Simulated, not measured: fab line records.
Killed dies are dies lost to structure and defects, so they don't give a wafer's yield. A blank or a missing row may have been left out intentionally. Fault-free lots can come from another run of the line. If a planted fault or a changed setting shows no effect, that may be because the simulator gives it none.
Which tool is to blame? ; flow n5 finfet ; 24 lots with 72 wafers sampled at 5 steps, on a route of 1938 steps

WHAT EACH GAUGE READ, for each wafer
N5_BEOL_M2_THK_MEAS_01.
lot;measured;on;M2_ILD_THK (nm)
L074;day 6 08:34;film metro-01;79.0 79.3 80.1
L075;day 6 19:05;film metro-01;80.2 78.0 81.2
L076;day 7 04:24;film metro-01;80.1 80.2 79.6
L077;day 7 04:32;film metro-01;79.9 79.5 81.4
L078;day 7 07:15;film metro-02;78.0 78.6 79.4
L079;day 7 17:09;film metro-01;80.5 80.6 80.8
L080;day 8 00:57;film metro-01;78.3 78.3 79.1
L082;day 8 10:14;film metro-01;79.7 78.8 80.5
L081;day 8 11:58;film metro-01;78.2 79.8 79.6
L083;day 8 14:53;film metro-01;78.1 77.8 80.0
L084;day 8 17:57;film metro-02;78.1 79.3 80.8
L085;day 9 05:25;film metro-01;78.7 77.2 78.3
L086;day 9 13:53;film metro-02;78.1 78.9 80.1
L087;day 9 19:46;film metro-02;79.0 78.1 78.8
L088;day 9 20:09;film metro-02;77.9 77.3 78.7
L089;day 10 16:43;film metro-02;79.5 80.6 82.3
L090;day 10 21:24;film metro-02;77.8 77.1 79.9
L091;day 10 22:38;film metro-02;78.8 79.0 79.4
L093;day 10 23:19;film metro-01;80.0 80.4 79.2
L092;day 11 00:08;film metro-01;78.9 79.1 81.0
L094;day 11 05:14;film metro-01;78.7 79.4 79.3
L095;day 11 19:01;film metro-01;78.8 77.6 80.5
L097;day 12 03:28;film metro-02;79.3 78.8 79.6
L096;day 12 03:34;film metro-01;78.6 78.7 79.4

N5_BEOL_M2_OCD_MEAS_38.
lot;measured;on;trench depth nm (nm)
L074;day 6 17:08;ocd-01;55.5 57.3 56.2
L075;day 7 00:30;ocd-01;55.0 54.1 55.1
L076;day 7 08:58;ocd-02;57.1 56.8 56.6
L077;day 7 10:40;ocd-01;55.9 55.0 57.7
L078;day 7 11:52;ocd-02;56.8 55.7 55.4
L079;day 8 01:01;ocd-02;54.9 55.2 55.3
L080;day 8 10:26;ocd-01;54.8 54.7 54.6
L082;day 8 14:25;ocd-01;57.1 56.6 55.7
L081;day 8 18:46;ocd-01;55.9 55.7 55.7
L083;day 8 21:01;ocd-01;55.8 54.7 54.9
L084;day 9 00:24;ocd-01;55.3 56.0 53.6
L085;day 9 12:13;ocd-01;55.7 55.9 57.2
L086;day 9 23:06;ocd-01;56.7 56.0 55.6
L087;day 9 23:16;ocd-01;56.3 57.1 55.2
L088;day 9 23:44;ocd-02;57.6 54.3 54.9
L089;day 10 20:08;ocd-02;55.5 55.5 56.4
L090;day 11 04:04;ocd-01;56.3 57.1 55.4
L091;day 11 04:27;ocd-02;55.8 55.5 55.9
L093;day 11 04:31;ocd-01;54.9 55.7 55.5
L092;day 11 04:56;ocd-02;56.4 56.0 56.1
L094;day 11 14:55;ocd-01;57.5 56.4 56.2
L095;day 11 22:50;ocd-01;57.0 57.4 55.8
L097;day 12 08:59;ocd-02;56.2 56.9 55.9
L096;day 12 11:00;ocd-01;55.8 55.8 56.8

EACH LOT AND THE TOOL THAT RAN IT (in order: tool; ch and the chambers of the sampled wafers; start)
lot;N5_BEOL_M1_ANNEAL_95;N5_BEOL_M2_HM_DEP_02;N5_BEOL_M2_ALD_98
L074;pvd sputter-01, day 6 07:02;pvd sputter-02, day 6 11:49;ald sin-03 ch 0,1,2, day 6 14:40
L075;pvd sputter-03, day 6 17:45;pvd sputter-02, day 6 19:11;ald sin-04 ch 0,2,3, day 6 20:58
L076;pvd sputter-02, day 7 03:03;pvd sputter-02, day 7 05:47;ald sin-02 ch 0,2,3, day 7 07:32
L077;pvd sputter-03, day 7 03:10;pvd sputter-03, day 7 06:15;ald sin-02 ch 0,3, day 7 09:05
L078;pvd sputter-03, day 7 05:56;pvd sputter-03, day 7 07:36;ald sin-03 ch 0,1, day 7 09:27
L079;pvd sputter-02, day 7 15:43;pvd sputter-03, day 7 19:17;ald sin-04 ch 2,3, day 7 20:55
L080;pvd sputter-03, day 7 23:34;pvd sputter-01, day 8 03:31;ald sin-02 ch 0,1,3, day 8 06:06
L082;pvd sputter-03, day 8 08:52;pvd sputter-03, day 8 10:55;ald sin-04 ch 1,2, day 8 13:52
L081;pvd sputter-01, day 8 10:37;pvd sputter-03, day 8 13:44;ald sin-04 ch 1,2, day 8 16:41
L083;pvd sputter-03, day 8 13:31;pvd sputter-02, day 8 17:14;ald sin-04 ch 2,3, day 8 19:35
L084;pvd sputter-02, day 8 16:38;pvd sputter-02, day 8 18:25;ald sin-04 ch 1,2,3, day 8 20:19
L085;pvd sputter-02, day 9 04:05;pvd sputter-03, day 9 08:36;ald sin-02 ch 0,1,3, day 9 10:15
L086;pvd sputter-03, day 9 12:34;pvd sputter-03, day 9 15:37;ald sin-02 ch 0,2,3, day 9 17:34
L087;pvd sputter-03, day 9 18:20;pvd sputter-03, day 9 20:57;ald sin-03 ch 2,3, day 9 22:38
L088;pvd sputter-02, day 9 18:50;pvd sputter-03, day 9 21:05;ald sin-02 ch 0,1,3, day 9 23:13
L089;pvd sputter-02, day 10 15:23;pvd sputter-02, day 10 17:44;ald sin-04 ch 0,1,2, day 10 19:37
L090;pvd sputter-03, day 10 19:44;pvd sputter-02, day 10 23:25;ald sin-03 ch 1,2,3, day 11 01:49
L091;pvd sputter-02, day 10 21:19;pvd sputter-03, day 10 23:41;ald sin-03 ch 0,2,3, day 11 01:55
L093;pvd sputter-01, day 10 21:59;pvd sputter-02, day 10 23:55;ald sin-03 ch 1,3, day 11 02:00
L092;pvd sputter-03, day 10 22:49;pvd sputter-01, day 11 01:09;ald sin-03 ch 0,2, day 11 02:48
L094;pvd sputter-03, day 11 03:55;pvd sputter-02, day 11 07:16;ald sin-04 ch 0,1,2, day 11 09:56
L095;pvd sputter-01, day 11 17:42;pvd sputter-02, day 11 19:29;ald sin-04 ch 0,1, day 11 21:37
L097;pvd sputter-01, day 12 01:53;pvd sputter-01, day 12 04:07;ald sin-03 ch 1,2,3, day 12 05:59
L096;pvd sputter-02, day 12 02:02;pvd sputter-03, day 12 04:15;ald sin-03 ch 0,1,3, day 12 06:05
- N5_BEOL_M1_ANNEAL_95: time 240 s.
- N5_BEOL_M2_HM_DEP_02: deposits TiN, target thk 20 nm.
- N5_BEOL_M2_ALD_98: deposits SiO2, target thk 2.5 nm, pulse time 1 s, co reactant pulse time 1 s.

AS READ BY THE TOOLS THEMSELVES (means over the sampled wafers that have a number; for cases with no such wafer, the mark the record gives instead)
N5_BEOL_M1_ANNEAL_95.
lot;tool;heater power w (W)
L074;pvd sputter-01;785
L075;pvd sputter-03;800
L076;pvd sputter-02;785
L077;pvd sputter-03;803
L078;pvd sputter-03;766
L079;pvd sputter-02;784
L080;pvd sputter-03;811
L082;pvd sputter-03;788
L081;pvd sputter-01;790
L083;pvd sputter-03;798
L084;pvd sputter-02;763
L085;pvd sputter-02;760
L086;pvd sputter-03;802
L087;pvd sputter-03;772
L088;pvd sputter-02;790
L089;pvd sputter-02;825
L090;pvd sputter-03;811
L091;pvd sputter-02;816
L093;pvd sputter-01;799
L092;pvd sputter-03;832
L094;pvd sputter-03;805
L095;pvd sputter-01;782
L097;pvd sputter-01;800
L096;pvd sputter-02;747

N5_BEOL_M2_HM_DEP_02.
lot;tool;throttle valve pct (%)
L074;pvd sputter-02;29.2
L075;pvd sputter-02;29.2
L076;pvd sputter-02;29.5
L077;pvd sputter-03;29.2
L078;pvd sputter-03;29.6
L079;pvd sputter-03;29.3
L080;pvd sputter-01;29.4
L082;pvd sputter-03;29.4
L081;pvd sputter-03;29.6
L083;pvd sputter-02;29.4
L084;pvd sputter-02;29.4
L085;pvd sputter-03;29.5
L086;pvd sputter-03;29.6
L087;pvd sputter-03;29.3
L088;pvd sputter-03;29.2
L089;pvd sputter-02;29.4
L090;pvd sputter-02;29.4
L091;pvd sputter-03;29.6
L093;pvd sputter-02;29.5
L092;pvd sputter-01;29.6
L094;pvd sputter-02;29.4
L095;pvd sputter-02;29.7
L097;pvd sputter-01;29.9
L096;pvd sputter-03;29.5

N5_BEOL_M2_ALD_98.
lot;tool;heater power w (W);precursor pulse height rel
L074;ald sin-03;75;1.015
L075;ald sin-04;79;1.018
L076;ald sin-02;85;0.995
L077;ald sin-02;86;1.019
L078;ald sin-03;73;1.002
L079;ald sin-04;69;1.010
L080;ald sin-02;77;0.992
L082;ald sin-04;80;1.000
L081;ald sin-04;77;0.983
L083;ald sin-04;75;1.011
L084;ald sin-04;74;0.998
L085;ald sin-02;77;1.008
L086;ald sin-02;84;1.000
L087;ald sin-03;77;1.002
L088;ald sin-02;77;1.019
L089;ald sin-04;82;0.995
L090;ald sin-03;73;0.985
L091;ald sin-03;76;1.004
L093;ald sin-03;76;0.994
L092;ald sin-03;74;1.001
L094;ald sin-04;83;1.010
L095;ald sin-04;82;0.987
L097;ald sin-03;73;0.981
L096;ald sin-03;75;1.015

THE ANSWER, worked out from the rows above alone
Rule: usual is defined by the lots themselves. The widest of any qualifying gaps counts: lots, ordered by their means at a reading, are off when they make up no more than a third of the lots, leave a main group of 4 or more, and stand apart from it by 3 or more times the standard deviation of that group's means. The tables above print the reading to a certain number of digits; a main group whose means all agree to those digits is not used. A lot without any number at a reading at which 4 lots or more have one is off too. The other lots that the step has rows for count as sound. First the gauges in route order, then the tools' own readings, where a lot's mean is used as printed above. The first step at which some lot is off is used, and at that step the reading that is off furthest; a lot without a number counts as furthest.
Across all readings shown, no lot is off: no conclusion can be drawn from this.

WHAT WAS PUT IN BY THE SIMULATOR
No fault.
